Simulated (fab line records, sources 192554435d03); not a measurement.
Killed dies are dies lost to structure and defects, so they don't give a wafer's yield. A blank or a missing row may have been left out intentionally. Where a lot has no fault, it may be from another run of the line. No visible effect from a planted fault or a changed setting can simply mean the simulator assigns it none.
Chamber matching || flow n5-finfet || N5_MOL_CONTACT_COAG_STRIP_72 on rie-diel-03 has 4 sister chambers
The step strips in N2/H2. 4 wafers are shown with their chamber, then 7 later ones without.

== WAFERS WITH THEIR CHAMBER ==
{"wafer": "L085.3", "chamber": 0, "drypump-motor-current-A (A)": 5.3}
{"wafer": "L085.4", "chamber": 1, "drypump-motor-current-A (A)": 5.7}
{"wafer": "L091.1", "chamber": 3, "drypump-motor-current-A (A)": 6.6}
{"wafer": "L091.2", "chamber": 2, "drypump-motor-current-A (A)": 5.7}

== WAFERS WHOSE CHAMBER IS MISSING ==
{"wafer": "L091.3", "drypump-motor-current-A (A)": 5.4}
{"wafer": "L092.1", "drypump-motor-current-A (A)": 5.4}
{"wafer": "L092.4", "drypump-motor-current-A (A)": 6.6}
{"wafer": "L092.6", "drypump-motor-current-A (A)": 5.3}
{"wafer": "L096.1", "drypump-motor-current-A (A)": 5.7}
{"wafer": "L096.2", "drypump-motor-current-A (A)": 5.4}
{"wafer": "L096.4", "drypump-motor-current-A (A)": 5.7}

== EACH ONE'S CHAMBER ==
{"wafer": "L091.3", "from the rows above": 0, "in truth": 0}
{"wafer": "L092.1", "from the rows above": 0, "in truth": 0}
{"wafer": "L092.4", "from the rows above": 3, "in truth": 3}
{"wafer": "L092.6", "from the rows above": 0, "in truth": 0}
{"wafer": "L096.1", "from the rows above": "can't be placed: 1 or 2", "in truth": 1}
{"wafer": "L096.2", "from the rows above": 0, "in truth": 0}
{"wafer": "L096.4", "from the rows above": "can't be placed: 1 or 2", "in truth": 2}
5 of 7 placed correctly. Not placeable from these rows: 2 (in 2, the candidates include the true chamber). Number placed wrongly: 0.
How it was worked out, from the rows above alone: a wafer's distance from a chamber is the root of the sum, over the readings, of the square of ((its reading less the chamber's mean) divided by the reading's scatter). If the next closest chamber is less than 2 further off than the closest, the wafer can't be placed; otherwise it belongs to the closest. For every chamber, the mean is computed from those of its wafers that are shown. The scatter: with one shown wafer a chamber, the root of the mean of the squares of how far each hidden wafer lies from its nearest shown one.
